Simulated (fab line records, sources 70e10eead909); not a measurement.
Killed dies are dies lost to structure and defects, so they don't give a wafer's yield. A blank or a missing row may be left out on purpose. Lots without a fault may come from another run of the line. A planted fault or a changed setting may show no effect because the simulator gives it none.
Which tool did it? | flow nand_harc | 7 lots, 21 wafers sampled, at 4 steps of a route of 1159

WHAT THE GAUGES READ, wafer by wafer
NHARC_END_SORT_01.
lot  | measured     | on        | sort_bin_2_pct (%)
L795 | day 21 04:14 | prober-02 | 0.4 0.7 0.6
L798 | day 21 23:42 | prober-01 | 0.4 0.7 1.0
L801 | day 24 13:26 | prober-01 | 0.7 1.6 1.0
L799 | day 24 20:20 | prober-02 | 0.6 0.6 0
L810 | day 26 06:05 | prober-02 | 95.4 1.2 1.5
L813 | day 26 21:41 | prober-02 | 1.6 1.2 0.6
L815 | day 27 14:03 | prober-02 | 2.5 1.9 1.9

WHICH TOOL RAN EACH LOT (tool, then ch and the chambers of the sampled wafers, then the start)
lot  | NHARC_A_M0_DEP_00               | NHARC_THIN_TSV_PVD_19                   | NHARC_THIN_TSV_PRE_CLEAN_54
L795 | pecvd-02 ch 1,2, day 19 02:53   | pvd_sputter-02, day 20 09:50 or earlier | pvd_sputter-01, day 20 09:50
L798 | pecvd-02 ch 0,1,2, day 20 05:12 | pvd_sputter-01, day 21 11:22 or earlier | pvd_sputter-01, day 21 11:22
L801 | pecvd-03 ch 0,1,2, day 22 10:28 | pvd_sputter-02, day 23 20:35 or earlier | pvd_sputter-02, day 23 20:35
L799 | pecvd-01 ch 1,2, day 22 20:23   | pvd_sputter-03, day 24 01:53 or earlier | pvd_sputter-02, day 24 01:53
L810 | pecvd-03 ch 0,2, day 24 08:32   | pvd_sputter-03, day 25 17:04 or earlier | pvd_sputter-03, day 25 17:04
L813 | pecvd-02 ch 0,1,2, day 24 17:13 | pvd_sputter-03, day 26 01:12 or earlier | pvd_sputter-02, day 26 01:12
L815 | pecvd-01 ch 1,2, day 24 20:58   | pvd_sputter-03, day 26 05:11 or earlier | pvd_sputter-01, day 26 05:11
- NHARC_A_M0_DEP_00: deposits SiOC, target thk 150 nm.
- NHARC_THIN_TSV_PVD_19: deposits TaN, target thk 20 nm.
- NHARC_THIN_TSV_PRE_CLEAN_54: time 30 s.

THE ANSWER, worked out from the rows above alone
Rule: what is usual is taken from the lots themselves. Put in order of their means at a reading, lots are off if they are a third of the lots or fewer, leave a main group of 4 or more, and stand apart from it by a gap of 3 or more times the standard deviation of the main group's means; of several such gaps the widest counts. A main group whose means are all the same, to the digits that the tables above print for the reading, isn't used. A lot without any number at a reading at which 4 lots or more have one is off too. The other lots that the step has rows for count as sound.
Off: L810, at NHARC_END_SORT_01 (sort_bin_2_pct). The main group: mean 1.0 %, standard deviation 0.56.
A tool fits if, at a process step before that reading, it ran every lot that is off, and no sound lot after the first of them. The gauges at NHARC_END_SORT_01 are tried like those tools. NHARC_THIN_TSV_PVD_19 gives no start for some lots, so the hours and the order of its lots are those of NHARC_THIN_TSV_PRE_CLEAN_54. Can't be told from this: 2 tools fit, pecvd-03 at NHARC_A_M0_DEP_00, pvd_sputter-03 at NHARC_THIN_TSV_PRE_CLEAN_54.

WHAT THE SIMULATOR HAD PUT IN
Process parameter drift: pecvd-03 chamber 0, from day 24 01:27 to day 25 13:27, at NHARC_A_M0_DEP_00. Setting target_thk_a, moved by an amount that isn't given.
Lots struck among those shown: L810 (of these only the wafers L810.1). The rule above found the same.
